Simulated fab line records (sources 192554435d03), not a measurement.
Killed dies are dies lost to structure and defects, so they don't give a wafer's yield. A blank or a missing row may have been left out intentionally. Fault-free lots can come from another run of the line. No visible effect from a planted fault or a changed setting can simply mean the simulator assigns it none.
fab line records :: flow n5_finfet
record:
  lots: 4
  wafers: 12
  last_day: 17
route steps=1938 shown MOL_CONTACT_COAG@520 PASSIVATION@1936
lots untouched by any fault: they come from a run of this same line in which no faults occurred
start_h: hours from the record's first day to the start of the lot's first wafer shown :: wait_h: how many hours have passed since the lot's step before this one :: " repeats the value in the row above :: L1.1+2: one row covering several wafers at once :: - no value, or no start was given :: * or withheld: withheld :: < > ~ a bound
route shown NAME@n: NAME is a module with steps in the file, n the number in the route of the first one :: usual: mean and standard deviation over wafers with no fault :: same: alike in all rows :: chamber/n: place in a boat :: sites: each site's reading :: _std_site: standard deviation of those values :: _edge_site: mean of outer sites minus mean of inner sites :: radius_mm: how far each site lies from the wafer's centre :: mask NAME#n: copy n :: behind: tool/chamber where the wafer was last shaped :: hold: what put the lot on hold/how long, in hours/how the hold closed :: device: names the non-switching transistor (n, p or np) :: end of line: tests of these same wafers at the route's end :: a step without rows: its recipe alone :: killed: not the wafer's yield, but the dies lost to structure and defects at the first sort :: map: a wafer's dies, marking killed ones x, the rest . and places with no die _
set.NAME: setting as actually run; set.NAME@STEP: the setting as run at that earlier step :: model.NAME: the simulator's own value behind a step, which no gauge read
a table for each step, a row for each wafer; lots at some steps of the route
services: a tool's chamber out of use, with start hour (start_h, from the record's first day; less than 0 if before it), hours out, and reason
== steps ==
step: N5_MOL_CONTACT_COAG_COAT_02
recipe:
  resist: CAR-EUV
  spin_rpm: 1500
  resist_thk_nm: 30
step: N5_MOL_CONTACT_COAG_EBR_04
recipe:
  solvent: PGMEA
  ebr_width_mm: 1.5
step: N5_MOL_CONTACT_COAG_SOFTBAKE_03
recipe:
  temp_c: 110
  time_s: 60
  resist: CAR-EUV
step: N5_MOL_CONTACT_COAG_EXPOSE_05
recipe:
  mask_id: CA
  na: 0.33
  source_shape: annular
  sigma_inner: 0.4
  sigma_outer: 0.8
  polarization: unpolarized
  defocus_nm: 0
  dose_mj: 38.25
step: N5_MOL_CONTACT_COAG_PEB_06
recipe:
  peb_temp_c: 100
  peb_time_s: 60
  resist: CAR-EUV
step: N5_MOL_CONTACT_COAG_DEVELOP_07
recipe:
  develop_time_s: 30
  developer: TMAH
  resist: CAR-EUV
  rinse_liquid: surfactant_rinse
  dry: air_spin
  dev_temp_c: 23
step: N5_MOL_CONTACT_COAG_DESCUM_13
recipe:
  chemistry: O2
  time_s: 7
  source_power_w: 50
  bias_power_w: 20
  pressure_mtorr: 20
  rf_frequency_hz: 2.712e+07
  temp_c: 40
  resist: CAR-EUV
  o2_flow_sccm: 225
step: N5_MOL_CONTACT_COAG_ETCH_59
recipe:
  chemistry: N2/H2
  target: underlayer
  target_depth_a: 130
  mask_material: CAR-EUV
  time_s: 10.4
  ion_energy_ev: 200
  pressure_mtorr: 30
  source_w: 840
  bias_w: 150
  n2_flow_sccm: 200
  h2_flow_sccm: 200
  ends: cleared
step: N5_MOL_CONTACT_COAG_ETCH_105
recipe:
  chemistry: CF4
  target: SiARC
  target_depth_a: 156
  mask_material: CAR-EUV
  time_s: 26
  ion_energy_ev: 80
  pressure_mtorr: 40
  source_w: 545
  bias_w: 36
  Ar_flow_sccm: 100
  cf4_flow_sccm: 100
  ends: cleared
step: N5_MOL_CONTACT_COAG_ETCH_106
recipe:
  chemistry: N2/H2
  target: SOC
  target_depth_a: 800
  overetch_a: 160
  mask_material: SiARC
  temp_c: 40
  time_s: 120
  ion_energy_ev: 200
  pressure_mtorr: 30
  source_w: 840
  bias_w: 150
  n2_flow_sccm: 200
  h2_flow_sccm: 200
usual:
  drypump_motor_current_A: 5.7/0.34
  n2_flow_sccm: 200.0/0.62
  oes_product_au: 0.70/0.066
  rf_vpp_V: 523.7/2.6
  showerhead_plenum_p_Torr: 2.54/0.094
  temp_c: 40.01/0.12
  throttle_valve_pct: 17.78/0.2
lot.wafer: L703.1
tool: rie_diel-04
chamber: 1
start_h: 137.74
wait_h: 0.0
drypump_motor_current_A: 6.4
n2_flow_sccm: 199.5
oes_product_au: 0.65
rf_hours_counter_h: 219
rf_vpp_V: 525.7
showerhead_plenum_p_Torr: 2.61
temp_c: 40.14
throttle_valve_pct: 17.95

lot.wafer: L703.4
tool: rie_diel-04
chamber: 1
start_h: 137.74
wait_h: 0.0
drypump_motor_current_A: 6.4
n2_flow_sccm: 200.0
oes_product_au: 0.64
rf_hours_counter_h: -
rf_vpp_V: 526.6
showerhead_plenum_p_Torr: 2.61
temp_c: 40.17
throttle_valve_pct: 17.94

lot.wafer: L703.6
tool: rie_diel-04
chamber: 3
start_h: 137.74
wait_h: 0.0
drypump_motor_current_A: 5.8
n2_flow_sccm: 200.0
oes_product_au: 0.68
rf_hours_counter_h: -
rf_vpp_V: 523.5
showerhead_plenum_p_Torr: 2.55
temp_c: 39.76
throttle_valve_pct: 17.85

lot.wafer: L708.1
tool: rie_diel-02
chamber: 1
start_h: 172.58
wait_h: 0.0
drypump_motor_current_A: 5.6
n2_flow_sccm: 201.1
oes_product_au: 0.70
rf_hours_counter_h: 130
rf_vpp_V: 521.1
showerhead_plenum_p_Torr: 2.45
temp_c: 40.01
throttle_valve_pct: 17.72

lot.wafer: L708.2
tool: rie_diel-02
chamber: 2
start_h: 172.58
wait_h: 0.0
drypump_motor_current_A: 5.9
n2_flow_sccm: 201.0
oes_product_au: 0.63
rf_hours_counter_h: 220
rf_vpp_V: 520.3
showerhead_plenum_p_Torr: 2.41
temp_c: 40.29
throttle_valve_pct: 18.18

lot.wafer: L708.4
tool: rie_diel-02
chamber: 3
start_h: 172.58
wait_h: 0.0
drypump_motor_current_A: 5.7
n2_flow_sccm: 199.2
oes_product_au: 0.62
rf_hours_counter_h: 230
rf_vpp_V: 524.5
showerhead_plenum_p_Torr: 2.63
temp_c: 39.96
throttle_valve_pct: 17.88

lot.wafer: L712.1
tool: rie_diel-04
chamber: 0
start_h: 187.72
wait_h: 0.0
drypump_motor_current_A: 5.7
n2_flow_sccm: 199.9
oes_product_au: 0.83
rf_hours_counter_h: 20
rf_vpp_V: 527.5
showerhead_plenum_p_Torr: 2.72
temp_c: 39.78
throttle_valve_pct: 17.68

lot.wafer: L712.2
tool: rie_diel-04
chamber: 2
start_h: 187.72
wait_h: 0.0
drypump_motor_current_A: 5.7
n2_flow_sccm: 200.2
oes_product_au: 0.75
rf_hours_counter_h: 67
rf_vpp_V: 521.9
showerhead_plenum_p_Torr: 2.47
temp_c: 40.12
throttle_valve_pct: 17.48

lot.wafer: L712.4
tool: rie_diel-04
chamber: 3
start_h: 187.72
wait_h: 0.0
drypump_motor_current_A: 5.8
n2_flow_sccm: 199.4
oes_product_au: 0.66
rf_hours_counter_h: -
rf_vpp_V: 524.4
showerhead_plenum_p_Torr: 2.55
temp_c: 39.89
throttle_valve_pct: 17.89

lot.wafer: L713.1
tool: rie_diel-04
chamber: 3
start_h: 196.02
wait_h: 0.0
drypump_motor_current_A: 5.8
n2_flow_sccm: 200.1
oes_product_au: 0.66
rf_hours_counter_h: 165
rf_vpp_V: 523.6
showerhead_plenum_p_Torr: 2.54
temp_c: 40.28
throttle_valve_pct: 17.90

lot.wafer: L713.3
tool: rie_diel-04
chamber: 0
start_h: 196.02
wait_h: 0.0
drypump_motor_current_A: 5.7
n2_flow_sccm: 200.5
oes_product_au: 0.82
rf_hours_counter_h: 25
rf_vpp_V: 528.8
showerhead_plenum_p_Torr: 2.72
temp_c: 39.88
throttle_valve_pct: 17.71

lot.wafer: L713.4
tool: rie_diel-04
chamber: 2
start_h: 196.02
wait_h: 0.0
drypump_motor_current_A: 5.8
n2_flow_sccm: 200.1
oes_product_au: 0.75
rf_hours_counter_h: -
rf_vpp_V: 522.6
showerhead_plenum_p_Torr: 2.47
temp_c: 39.94
throttle_valve_pct: 17.48
step: N5_MOL_CONTACT_COAG_STRIP_107
recipe:
  chemistry: N2/H2
  temp_c: 40
  n2_flow_sccm: 200
  h2_flow_sccm: 200
  rf_frequency_hz: 6e+07
step: N5_MOL_CONTACT_COAG_STRIP_108
recipe:
  chemistry: N2/H2
  temp_c: 40
  n2_flow_sccm: 200
  h2_flow_sccm: 200
  rf_frequency_hz: 6e+07
step: N5_MOL_CONTACT_COAG_CONTACT_ETCH_14
recipe:
  chemistry: C4F6/O2
  target: SiO2
  target_depth_a: 275
  overetch_a: 85
  mask_material: SOC
  pressure_mtorr: 30
  source_w: 370
  bias_w: 185
  Ar_flow_sccm: 300
  C4F6_flow_sccm: 16
  O2_flow_sccm: 10
  time_s: 20
  ion_energy_ev: 259.6
step: N5_MOL_CONTACT_COAG_STRIP_109
recipe:
  chemistry: C4F6/O2
  resist: SiARC
  rf_frequency_hz: 6e+07
step: N5_MOL_CONTACT_COAG_ETCH_15
recipe:
  chemistry: CH3F/O2
  target: SiNx
  target_depth_a: 70
  mask_material: SOC
  stop_on: Si:P
  over_etch_frac: 0.75
  ion_energy_ev: 120
  pressure_mtorr: 30
  source_w: 395
  bias_w: 73
  Ar_flow_sccm: 150
  CH3F_flow_sccm: 30
  O2_flow_sccm: 20
step: N5_MOL_CONTACT_COAG_ETCH_110
recipe:
  chemistry: CF4/O2
  target: Si
  target_depth_a: 25
  time_s: 8
  pressure_mtorr: 100
  source_w: 200
  bias_w: 12
  ion_energy_ev: 60
  Ar_flow_sccm: 100
  cf4_flow_sccm: 100
  O2_flow_sccm: 10
step: N5_MOL_CONTACT_COAG_STRIP_98
recipe:
  chemistry: N2/H2
  power_w: 500
  temp_c: 40
  pressure_mtorr: 50
  rf_frequency_hz: 6e+07
  overash_fraction: 0.3
  bias_power_w: 8
  h2_frac: 0.5
  n2_flow_sccm: 300
  h2_flow_sccm: 300
step: N5_MOL_CONTACT_COAG_IMPLANT_129
recipe:
  species: Ge
  energy_kev: 3
  dose_cm2: 6e+14
  tilt_deg: 0
  rotation_deg: 0
step: N5_MOL_CONTACT_COAG_PRECLEAN_111
recipe:
  chemistry: NF3:NH3
  afs_cycles: 1
  temp_c: 30
  time_s: 20
  sublimation_temp_c: 180
  sublimation_time_s: 60
  pressure_torr: 3
  rf_power_w: 30
step: N5_MOL_CONTACT_COAG_TI_SIL_19
recipe:
  material: Ti
  target_thk_a: 42
  temp_c: 200
  chamber_pressure_pa: 5
  power_w: 5000
  time_s: 15
step: N5_MOL_CONTACT_COAG_ALD_20
recipe:
  material: TiN
  target_thk_a: 15
  temp_c: 400
  ald_precursor_family: TiCl4
  ald_co_reactant: NH3
  pulse_time_s: 1
  purge_time_s: 3
  co_reactant_purge_time_s: 2
  co_reactant_pulse_time_s: 2
  ald_cycles: 68
  pressure_torr: 3
step: N5_MOL_CONTACT_COAG_SIL_ANNEAL_21
recipe:
  temp_c: 550
  time_s: 60
  ambient: N2
step: N5_MOL_CONTACT_COAG_PRE_CLEAN_141
recipe:
  gas: H2/He
  time_s: 60
  temp_c: 300
step: N5_MOL_CONTACT_COAG_SPUTTER_143
recipe:
  material: Co
  target_thk_a: 25
  temp_c: 25
  chamber_pressure_pa: 0.2
step: N5_MOL_CONTACT_COAG_CO_FILL_22
recipe:
  material: Co
  target_thk_a: 200
  temp_c: 200
  precursor: CCTBA/H2
  pressure_torr: 30
step: N5_MOL_CONTACT_COAG_ANNEAL_113
recipe:
  temp_c: 400
  time_s: 300
  ambient: H2/N2
step: N5_MOL_CONTACT_COAG_PRE_CLEAN_142
recipe:
  gas: H2/He
  time_s: 60
  temp_c: 300
step: N5_MOL_CONTACT_COAG_SPUTTER_130
recipe:
  material: Co
  target_thk_a: 475
  temp_c: 25
  chamber_pressure_pa: 0.5
  power_w: 3000
step: N5_MOL_CONTACT_COAG_PRECLEAN_125
recipe:
  chemistry: DIW
  time_s: 57.5
  temp_c: 23
step: N5_MOL_CONTACT_COAG_SRD_126
recipe:
  dry_time_s: 32
  dry: n2_spin
  spin_rpm: 1500
step: N5_MOL_CONTACT_COAG_CMP_23
recipe:
  stop_on: SiO2
  t_overpolish_s: 1.5
  post_cmp_clean: cu_alkaline
  down_force_psi: 2
  platen_rpm: 50.289
  pad_velocity_m_s: 1.0006
  target_thk_nm: 0
step: N5_MOL_CONTACT_COAG_WET_ETCH_26
recipe:
  target: Co
  target_depth_nm: 13
step: N5_MOL_CONTACT_COAG_WET_ETCH_116
recipe:
  chemistry: SC1-inhibited
  target_depth_nm: 4.6
  dry: ipa_marangoni
  rinse_time_s: 30
  rinse_temp_c: 23
step: N5_MOL_CONTACT_COAG_ALD_27
recipe:
  material: SiOC
  target_thk_a: 170
  temp_c: 400
  ald_precursor_family: carbosiloxane
  ald_co_reactant: H2-plasma
  pulse_time_s: 1.5
  time_s: 2720
  purge_time_s: 2
  co_reactant_purge_time_s: 2
  ald_cycles: 340
  pressure_torr: 2
step: N5_MOL_CONTACT_COAG_CMP_28
recipe:
  stop_on: SiNx
  t_overpolish_s: 0.85
  post_cmp_clean: alkaline_brush
  down_force_psi: 4.15
  platen_rpm: 51.8
  pad_velocity_m_s: 1.0307
  target_thk_nm: 14.522
step: N5_PASSIVATION_PROBE_49
usual:
  defect_limited_yield: 91.1/1.4
  killed_at_M0_to_M3: 32/9.3
  killed_at_M4_up: 13/5.8
  killed_at_contacts: 12/6.3
  killed_at_front_end: 44/12
  killed_at_other: 3.6/2.7
  killed_dies: 104/17
  killed_on_rim: 14/3.9
  killed_open: 69/13
  killed_short: 34/6.9
  sort_bin_4_leakage: 0.00/0.031
  sort_bin_5_function: 5.2/0.98
  sort_bin_6_memory: 3.3/0.59
  sort_n_pass: 1075/17
  sort_yield_pct: 91.1/1.4
same:
  gross_dies: 1180
  killed_at_back_side: 0
  sort_bin_8_speed[%]: 0
lot.wafer: L703.1
tool: prober-01
chamber: -
start_h: 341.09
wait_h: 0.0
defect_limited_yield[%]: 91.3
killed_at_M0_to_M3: 30
killed_at_M4_up: 13
killed_at_contacts: 4
killed_at_front_end: 51
killed_at_other: 5
killed_dies: 103
killed_on_rim: 16
killed_open: 73
killed_short: 28
sort_bin_4_leakage[%]: 0
sort_bin_5_function[%]: 5.3
sort_bin_6_memory[%]: 3.1
sort_n_pass: 1077
sort_yield_pct[%]: 91.3

lot.wafer: L703.4
tool: prober-01
chamber: -
start_h: 341.24
wait_h: 0.2
defect_limited_yield[%]: 92.1
killed_at_M0_to_M3: 18
killed_at_M4_up: 2
killed_at_contacts: 7
killed_at_front_end: 62
killed_at_other: 4
killed_dies: 93
killed_on_rim: 12
killed_open: 56
killed_short: 36
sort_bin_4_leakage[%]: 0
sort_bin_5_function[%]: 4.7
sort_bin_6_memory[%]: 2.9
sort_n_pass: 1087
sort_yield_pct[%]: 92.1

lot.wafer: L703.6
tool: prober-01
chamber: -
start_h: 341.34
wait_h: 0.3
defect_limited_yield[%]: 92.5
killed_at_M0_to_M3: 20
killed_at_M4_up: 12
killed_at_contacts: 10
killed_at_front_end: 40
killed_at_other: 6
killed_dies: 88
killed_on_rim: 12
killed_open: 65
killed_short: 22
sort_bin_4_leakage[%]: 0
sort_bin_5_function[%]: 4.4
sort_bin_6_memory[%]: 2.9
sort_n_pass: 1092
sort_yield_pct[%]: 92.5

lot.wafer: L708.1
tool: prober-01
chamber: -
start_h: 375.31
wait_h: 0.0
defect_limited_yield[%]: 90.2
killed_at_M0_to_M3: 28
killed_at_M4_up: 9
killed_at_contacts: 20
killed_at_front_end: 52
killed_at_other: 7
killed_dies: 116
killed_on_rim: 13
killed_open: 89
killed_short: 26
sort_bin_4_leakage[%]: 0
sort_bin_5_function[%]: 5.8
sort_bin_6_memory[%]: 3.7
sort_n_pass: 1064
sort_yield_pct[%]: 90.2

lot.wafer: L708.2
tool: prober-01
chamber: -
start_h: 375.36
wait_h: 0.1
defect_limited_yield[%]: 89.4
killed_at_M0_to_M3: 47
killed_at_M4_up: 7
killed_at_contacts: 26
killed_at_front_end: 44
killed_at_other: 1
killed_dies: 125
killed_on_rim: 17
killed_open: 86
killed_short: 37
sort_bin_4_leakage[%]: 0
sort_bin_5_function[%]: 6.3
sort_bin_6_memory[%]: 4.3
sort_n_pass: 1055
sort_yield_pct[%]: 89.4

lot.wafer: L708.4
tool: prober-01
chamber: -
start_h: 375.46
wait_h: 0.2
defect_limited_yield[%]: 91.4
killed_at_M0_to_M3: 26
killed_at_M4_up: 4
killed_at_contacts: 20
killed_at_front_end: 48
killed_at_other: 3
killed_dies: 101
killed_on_rim: 19
killed_open: 60
killed_short: 38
sort_bin_4_leakage[%]: 0
sort_bin_5_function[%]: 4.7
sort_bin_6_memory[%]: 3.4
sort_n_pass: 1079
sort_yield_pct[%]: 91.4

lot.wafer: L713.1
tool: prober-01
chamber: -
start_h: 392.15
wait_h: 0.0
defect_limited_yield[%]: 89.9
killed_at_M0_to_M3: 37
killed_at_M4_up: 15
killed_at_contacts: 15
killed_at_front_end: 46
killed_at_other: 6
killed_dies: 119
killed_on_rim: 15
killed_open: 83
killed_short: 36
sort_bin_4_leakage[%]: 0
sort_bin_5_function[%]: 6.2
sort_bin_6_memory[%]: 3.0
sort_n_pass: 1061
sort_yield_pct[%]: 89.9

lot.wafer: L713.3
tool: prober-01
chamber: -
start_h: 392.25
wait_h: 0.1
defect_limited_yield[%]: 87.9
killed_at_M0_to_M3: 27
killed_at_M4_up: 5
killed_at_contacts: 81
killed_at_front_end: 28
killed_at_other: 2
killed_dies: 143
killed_on_rim: 30
killed_open: 51
killed_short: 27
sort_bin_4_leakage[%]: 0
sort_bin_5_function[%]: 8.3
sort_bin_6_memory[%]: 3.0
sort_n_pass: 1037
sort_yield_pct[%]: 87.9

lot.wafer: L713.4
tool: prober-01
chamber: -
start_h: 392.30
wait_h: 0.2
defect_limited_yield[%]: 90.5
killed_at_M0_to_M3: 27
killed_at_M4_up: 15
killed_at_contacts: 21
killed_at_front_end: 43
killed_at_other: 6
killed_dies: 112
killed_on_rim: 17
killed_open: 77
killed_short: 32
sort_bin_4_leakage[%]: 0
sort_bin_5_function[%]: 5.4
sort_bin_6_memory[%]: 3.5
sort_n_pass: 1068
sort_yield_pct[%]: 90.5

lot.wafer: L712.1
tool: prober-01
chamber: -
start_h: 398.17
wait_h: 0.0
defect_limited_yield[%]: 85.9
killed_at_M0_to_M3: 23
killed_at_M4_up: 14
killed_at_contacts: 83
killed_at_front_end: 41
killed_at_other: 5
killed_dies: 166
killed_on_rim: 27
killed_open: 61
killed_short: 33
sort_bin_4_leakage[%]: 0.25
sort_bin_5_function[%]: 9.6
sort_bin_6_memory[%]: 3.4
sort_n_pass: 1011
sort_yield_pct[%]: 85.7

lot.wafer: L712.2
tool: prober-01
chamber: -
start_h: 398.22
wait_h: 0.1
defect_limited_yield[%]: 93.1
killed_at_M0_to_M3: 18
killed_at_M4_up: 10
killed_at_contacts: 17
killed_at_front_end: 36
killed_at_other: 1
killed_dies: 82
killed_on_rim: 10
killed_open: 57
killed_short: 25
sort_bin_4_leakage[%]: 0
sort_bin_5_function[%]: 3.9
sort_bin_6_memory[%]: 2.5
sort_n_pass: 1098
sort_yield_pct[%]: 93.1

lot.wafer: L712.4
tool: prober-01
chamber: -
start_h: 398.32
wait_h: 0.2
defect_limited_yield[%]: 92.3
killed_at_M0_to_M3: 28
killed_at_M4_up: 14
killed_at_contacts: 14
killed_at_front_end: 35
killed_at_other: 0
killed_dies: 91
killed_on_rim: 15
killed_open: 62
killed_short: 27
sort_bin_4_leakage[%]: 0.25
sort_bin_5_function[%]: 4.6
sort_bin_6_memory[%]: 2.8
sort_n_pass: 1086
sort_yield_pct[%]: 92.0
killed by level:class
L703.1 STI_FIN_REVEAL:geometric_particle:open=16 BEOL_M2:geometric_particle:open=10 FIN_SAQP:geometric_particle:open=7 GATE_CUT:geometric_particle:short=7 STI_FIN_REVEAL:geometric_particle:short=5 BEOL_M0_SAQP:geometric_particle:short=5 ILD0:geometric_particle:open=4 BEOL_M0_SAQP:geometric_particle:open=4
L703.4 FIN_SAQP:geometric_particle:open=16 FIN_SAQP:geometric_particle:short=14 STI_FIN_REVEAL:geometric_particle:open=7 GATE_CUT:geometric_particle:open=7 DUMMY_GATE:geometric_particle:open=5 MOL_CONTACT_COAG:geometric_particle:open=5 BEOL_M2:geometric_particle:open=4 PASS1_CAP:geometric_particle:short=4
L703.6 MOL_CONTACT_COAG:geometric_particle:open=9 STI_FIN_REVEAL:geometric_particle:open=8 GATE_CUT:geometric_particle:short=8 DUMMY_GATE:geometric_particle:open=7 GATE_CUT:geometric_particle:open=5 BEOL_M0:geometric_particle:open=5 BEOL_M4:geometric_particle:open=4 BEOL_M0_SAQP:geometric_particle:short=3
L708.1 MOL_CONTACT_COAG:geometric_particle:open=17 FIN_SAQP:geometric_particle:open=16 STI_FIN_REVEAL:geometric_particle:open=15 BEOL_M2:geometric_particle:open=9 FIN_SAQP:geometric_particle:short=5 BEOL_M3:geometric_particle:open=5 DUMMY_GATE:geometric_particle:open=4 BEOL_M0_SAQP:geometric_particle:open=4
L708.2 MOL_CONTACT_COAG:geometric_particle:open=24 BEOL_M3:geometric_particle:open=13 FIN_SAQP:geometric_particle:open=10 BEOL_M0_SAQP:geometric_particle:open=9 FIN_SAQP:geometric_particle:short=8 BEOL_M0_SAQP:geometric_particle:short=8 STI_FIN_REVEAL:geometric_particle:open=7 ILD0:geometric_particle:short=7
L708.4 MOL_CONTACT_COAG:geometric_particle:open=13 DUMMY_GATE:geometric_particle:open=10 FIN_SAQP:geometric_particle:open=9 FIN_SAQP:geometric_particle:short=8 BEOL_M0_SAQP:geometric_particle:short=8 MOL_CONTACT_COAG:geometric_particle:short=7 BEOL_M2:geometric_particle:open=6 BEOL_M0_SAQP:geometric_particle:open=4
L713.1 STI_FIN_REVEAL:geometric_particle:open=14 MOL_CONTACT_COAG:geometric_particle:open=13 FIN_SAQP:geometric_particle:short=9 BEOL_M0_SAQP:geometric_particle:open=9 BEOL_M3:geometric_particle:open=8 BEOL_M1:geometric_particle:open=7 BEOL_M2:geometric_particle:open=7 BEOL_M0_SAQP:geometric_particle:short=6
L713.3 MOL_CONTACT_COAG:unspecified=65 MOL_CONTACT_COAG:geometric_particle:open=14 BEOL_M0_SAQP:geometric_particle:open=8 BEOL_M0_SAQP:geometric_particle:short=7 STI_FIN_REVEAL:geometric_particle:open=4 BEOL_M2:geometric_particle:open=4 BEOL_M3:geometric_particle:open=4 STARTING-WAFER:geometric_particle:open=4
L713.4 MOL_CONTACT_COAG:geometric_particle:open=18 FIN_SAQP:geometric_particle:open=10 BEOL_M0_SAQP:geometric_particle:short=8 BEOL_M7:geometric_particle:open=8 GATE_CUT:geometric_particle:short=7 BEOL_M2:geometric_particle:open=7 FIN_SAQP:geometric_particle:short=6 STI_FIN_REVEAL:geometric_particle:open=6
L712.1 MOL_CONTACT_COAG:unspecified=65 FIN_SAQP:geometric_particle:open=11 MOL_CONTACT_COAG:geometric_particle:open=11 MOL_CONTACT_COAG:geometric_particle:short=7 FIN_SAQP:geometric_particle:short=6 GATE_CUT:geometric_particle:short=6 BEOL_M2:geometric_particle:open=6 BEOL_M3:geometric_particle:open=5
L712.2 MOL_CONTACT_COAG:geometric_particle:open=15 FIN_SAQP:geometric_particle:open=13 FIN_SAQP:geometric_particle:short=7 BEOL_M4:geometric_particle:open=7 GATE_CUT:geometric_particle:open=5 GATE_CUT:geometric_particle:short=4 BEOL_M0_SAQP:geometric_particle:open=4 BEOL_M0_SAQP:geometric_particle:short=4
L712.4 FIN_SAQP:geometric_particle:open=16 MOL_CONTACT_COAG:geometric_particle:open=7 MOL_CONTACT_COAG:geometric_particle:short=7 BEOL_M4:geometric_particle:open=7 BEOL_M1:geometric_particle:open=6 FIN_SAQP:geometric_particle:short=5 BEOL_M2:geometric_particle:open=5 BEOL_M0_SAQP:geometric_particle:short=4
map L712.1 (x killed, . not)
_________________.........x.x________________
______________....x..x.........._____________
___________..........x.............__________
__________......x...x..............x_________
________.................x.....x..x.x._______
_______............................x...______
______...................x............x._____
_____x.................x.................____
____..........................x...xx.x....___
___....................xx............x.....__
___.xx........................x............__
__....x..................x........x........._
__.....x...............x..........x........._
_.........xx...................x...x.x....x..
_.......x..x..x...x........x.x...............
_x.....xx......................x..x.....x....
_............................x..x.x...x....x.
_....x.......x........................xx.....
_.x...........x....x.........................
_...............x........................x...
_...................x..........x......x....x.
__.........x................................_
__.....x....x..................x........x..x_
___....x..xx..........x.................x..__
___...xx.xxxx.x.........................x..__
____x...xxxxxx.x......x...............xx..___
_____.xxxxxxxx.x...........xx.......x....____
______xxxxxxxxxx....x...x..............._____
_______xxxxxxx.xx..........xx.........x______
________xxxxxxx..x.xx......x...x......_______
__________xxxxxx.........x......x..._________
___________xxxxxxx...........x.....__________
______________.x.....x.........._____________
_________________....x.......________________
map L713.3 (x killed, . not)
_________________x......x....________________
______________.................._____________
___________............x.x...x.....__________
__________.........................._________
________xx..........................x._______
_______.....x..x....x..................______
______.xx.........x....................._____
_____........................x...........____
____...................x.x................___
___.........x.....x.................x.....x__
___...............x...................x....__
__.............x............................_
__.....................x.x.................._
_...............x.....x.x...........x........
_..............x........................x...x
_.x......x...x..........x..x.................
_..........................x.................
_....................x.....xx......x...x..x..
_..............................x.............
_........x...................................
_x..............x......x................x....
__.........x..............x...x........x...._
__.......x.x.x.x....x........x............x._
___....x.....x..........x..............x...__
___....xx.x..x.xx....................x..x..__
____xx..xxx.xx.x......x...................___
_____xxxx.xxxxx...x......................____
______xxxxxxxxxxx......................._____
_______xxxxxxxxx..x....................______
________xxxxxxxxx....xx.............x._______
__________xxxx.xx......x............_________
___________xxxx.......x............__________
______________...x.x...x...x...._____________
_________________..x.........________________
== services ==
tool: rie_diel-04
chamber: 2
start_h: 158.20
hours: 4.0
kind: repair

tool: rie_diel-04
chamber: 1
start_h: 175.91
hours: 66.9
kind: repair
== key ==
first_sign:
  step: N5_PASSIVATION_PROBE_49
  reading: killed_at_contacts
  direction: up
  sigmas: 11
  usual: 12
  struck: 82
effect:
  step: N5_PASSIVATION_PROBE_49
  reading: defect_limited_yield
  direction: down
  sigmas: 3
  usual: 91.1
  struck: 86.9
more_kills_born_at:
  N5_MOL_CONTACT_COAG_ETCH_106@rie_diel-04: 130
met_at N5_MOL_CONTACT_COAG_ETCH_106
struck_wafers L712.1,L713.3
fault:
  kind: chamber_particle_source
  tool: rie_diel-04
  chamber: 0
  onset_h: 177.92
  steps: N5_MOL_CONTACT_COAG_ETCH_106
  rate_per_visit_cm2: 0.46838
  end_h: 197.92
